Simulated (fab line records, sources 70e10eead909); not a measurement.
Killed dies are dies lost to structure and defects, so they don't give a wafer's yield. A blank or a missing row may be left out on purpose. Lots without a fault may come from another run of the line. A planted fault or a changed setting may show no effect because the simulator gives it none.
Which tool did it? | flow nand_harc | 13 lots, 39 wafers sampled, at 5 steps of a route of 1302

WHAT THE GAUGES READ, wafer by wafer
NHARC_A_SGD_CUT_INSPECT_25.
lot  | measured     | on                | raw_defect_count
L876 | day 20 07:37 | defect_inspect-01 | 433 565 472
L877 | day 20 10:50 | defect_inspect-02 | 319 321 316
L879 | day 20 10:50 | defect_inspect-01 | 255 337 273
L878 | day 20 18:12 | defect_inspect-02 | 331 383 327
L880 | day 21 01:43 | defect_inspect-02 | 430 296 385
L886 | day 23 16:21 | defect_inspect-01 | 398 354 470
L891 | day 25 03:28 | defect_inspect-01 | 414 235 376
L889 | day 25 04:00 | defect_inspect-01 | 279 317 331
L893 | day 26 09:10 | defect_inspect-01 | 288 374 355
L895 | day 27 14:10 | defect_inspect-01 | 355 316 335
L897 | day 28 17:02 | defect_inspect-01 | 418 289 251
L898 | day 28 17:04 | defect_inspect-02 | 320 298 249
L899 | day 29 03:01 | defect_inspect-01 | 263 265 264

NHARC_A_CONTACT_INSPECT_44.
lot  | measured     | on                | raw_defect_count
L876 | day 22 04:26 | defect_inspect-02 | 53 52 54
L877 | day 22 04:47 | defect_inspect-01 | 88 100 113
L879 | day 22 08:48 | defect_inspect-02 | 12 17 18
L878 | day 22 18:02 | defect_inspect-01 | 110 125 116
L880 | day 22 22:16 | defect_inspect-01 | 103 110 116
L886 | day 25 13:04 | defect_inspect-02 | 78 79 90
L891 | day 27 00:01 | defect_inspect-02 | 75 84 75
L889 | day 27 04:40 | defect_inspect-01 | 103 93
L893 | day 28 08:37 | defect_inspect-01 | 95 105 90
L895 | day 29 11:20 | defect_inspect-01 | 62 70 66
L897 | day 30 13:54 | defect_inspect-01 | 15 11 18
L898 | day 30 14:04 | defect_inspect-01 | 51 52 54
L899 | day 31 03:53 | defect_inspect-02 | 89 76 74

NHARC_END_SORT_01.
lot  | measured     | on        | killed_at_array | killed_at_other | killed_at_periphery | killed_dies | killed_open | killed_short
L889 | day 30 07:37 | prober-01 | 54 64 671       | 1 1 1           | 4 6 5               | 59 71 677   | 1 6 5       | 1 3 4

WHICH TOOL RAN EACH LOT (tool, then ch and the chambers of the sampled wafers, then the start)
lot  | NHARC_A_WL_FILL_ALD_19              | NHARC_A_CONTACT_DESCUM_47
L876 | ald_metal-02 ch 0,1, day 21 21:55   | rie_diel-07 ch 0,1,3, day 22 04:31
L877 | ald_metal-01 ch 0,1,2, day 21 21:55 | rie_diel-13 ch 2,3, day 22 04:51
L879 | ald_metal-02 ch 2,3, day 22 00:56   | rie_diel-07 ch 0,1,3, day 22 08:52
L878 | ald_metal-01 ch 0,2,3, day 22 09:44 | rie_diel-07 ch 0,2,3, day 22 18:06
L880 | ald_metal-04 ch 0,1,3, day 22 12:55 | rie_diel-07 ch 0,1,3, day 22 22:20
L886 | ald_metal-04 ch 1,3, day 25 04:56   | rie_diel-13 ch 1,2,3, day 25 13:08
L891 | ald_metal-01 ch 0,2,3, day 26 14:42 | rie_diel-07 ch 1,2,3, day 27 00:05
L889 | ald_metal-04 ch 0,1,3, day 26 19:52 | rie_diel-07 ch 0,1, day 27 04:43
L893 | ald_metal-02 ch 0,2, day 28 01:30   | rie_diel-13 ch 0,1, day 28 08:41
L895 | ald_metal-01 ch 0,1,2, day 29 01:05 | rie_diel-07 ch 0,1,2, day 29 11:24
L897 | ald_metal-02 ch 0,1,3, day 30 07:12 | rie_diel-07 ch 0,2,3, day 30 13:58
L898 | ald_metal-01 ch 0,1,2, day 30 07:15 | rie_diel-13 ch 2,3, day 30 14:07
L899 | ald_metal-01 ch 1,2,3, day 30 20:17 | rie_diel-04 ch 1,2,3, day 31 03:58
- NHARC_A_WL_FILL_ALD_19: deposits TiN, target thk 2 nm, pulse time 3 s, ald cycles 100.
- NHARC_A_CONTACT_DESCUM_47: chemistry O2, time 3 s.

WHAT THE TOOLS THEMSELVES READ (means of the sampled wafers that have a number; where no wafer has one, the mark that the record gives instead)
NHARC_A_WL_FILL_ALD_19.
lot  | tool         | heater_power_w (W) | precursor_pulse_height_rel
L876 | ald_metal-02 | 979                | 1.017
L877 | ald_metal-01 | 1112               | 1.005
L879 | ald_metal-02 | 1163               | 1.013
L878 | ald_metal-01 | 1102               | 1.019
L880 | ald_metal-04 | 1040               | 0.997
L886 | ald_metal-04 | 1003               | 0.990
L891 | ald_metal-01 | 1098               | 1.017
L889 | ald_metal-04 | 1040               | 0.998
L893 | ald_metal-02 | 946                | 0.993
L895 | ald_metal-01 | 1133               | 1.013
L897 | ald_metal-02 | 1038               | 0.987
L898 | ald_metal-01 | 1125               | 1.001
L899 | ald_metal-01 | 1114               | 1.003

NHARC_A_CONTACT_DESCUM_47.
lot  | tool        | drypump_motor_current_A (A) | oes_product_au (a.u.) | rf_vpp_V (V) | showerhead_plenum_p_Torr (Torr) | throttle_valve_pct (%)
L876 | rie_diel-07 | 5.2                         | 0.997                 | 58.5         | 1.88                            | 11.306
L877 | rie_diel-13 | 6.1                         | 1.002                 | 58.0         | 1.86                            | 11.311
L879 | rie_diel-07 | 5.2                         | 0.996                 | 57.1         | 1.88                            | 11.303
L878 | rie_diel-07 | 5.1                         | 1.014                 | 57.3         | 1.93                            | 11.308
L880 | rie_diel-07 | 5.2                         | 0.996                 | 57.6         | 1.88                            | 11.312
L886 | rie_diel-13 | 5.8                         | 1.000                 | 57.8         | 1.85                            | 11.313
L891 | rie_diel-07 | 5.4                         | 1.005                 | 57.9         | 1.85                            | 11.309
L889 | rie_diel-07 | 5.3                         | 1.010                 | 57.1         | 1.88                            | 11.313
L893 | rie_diel-13 | 5.8                         | 0.995                 | 57.3         | 1.82                            | 11.302
L895 | rie_diel-07 | 5.3                         | 0.998                 | 58.0         | 1.99                            | 11.308
L897 | rie_diel-07 | 5.1                         | 1.002                 | 56.7         | 1.92                            | 11.316
L898 | rie_diel-13 | 5.6                         | 1.021                 | 57.2         | 1.81                            | 11.320
L899 | rie_diel-04 | 5.7                         | 0.997                 | 57.6         | 1.90                            | 11.321

THE ANSWER, worked out from the rows above alone
Rule: what is usual is taken from the lots themselves. Put in order of their means at a reading, lots are off if they are a third of the lots or fewer, leave a main group of 4 or more, and stand apart from it by a gap of 3 or more times the standard deviation of the main group's means; of several such gaps the widest counts. A main group whose means are all the same, to the digits that the tables above print for the reading, isn't used. A lot without any number at a reading at which 4 lots or more have one is off too. The other lots that the step has rows for count as sound. The gauges are gone through in route order, then the tools' own readings, and for those a lot's mean is taken as printed above. The first step at which some lot is off is used, and at that step the reading that is off furthest; a lot without a number counts as furthest.
No lot is off at any reading shown: from this, nothing can be told.

WHAT THE SIMULATOR HAD PUT IN
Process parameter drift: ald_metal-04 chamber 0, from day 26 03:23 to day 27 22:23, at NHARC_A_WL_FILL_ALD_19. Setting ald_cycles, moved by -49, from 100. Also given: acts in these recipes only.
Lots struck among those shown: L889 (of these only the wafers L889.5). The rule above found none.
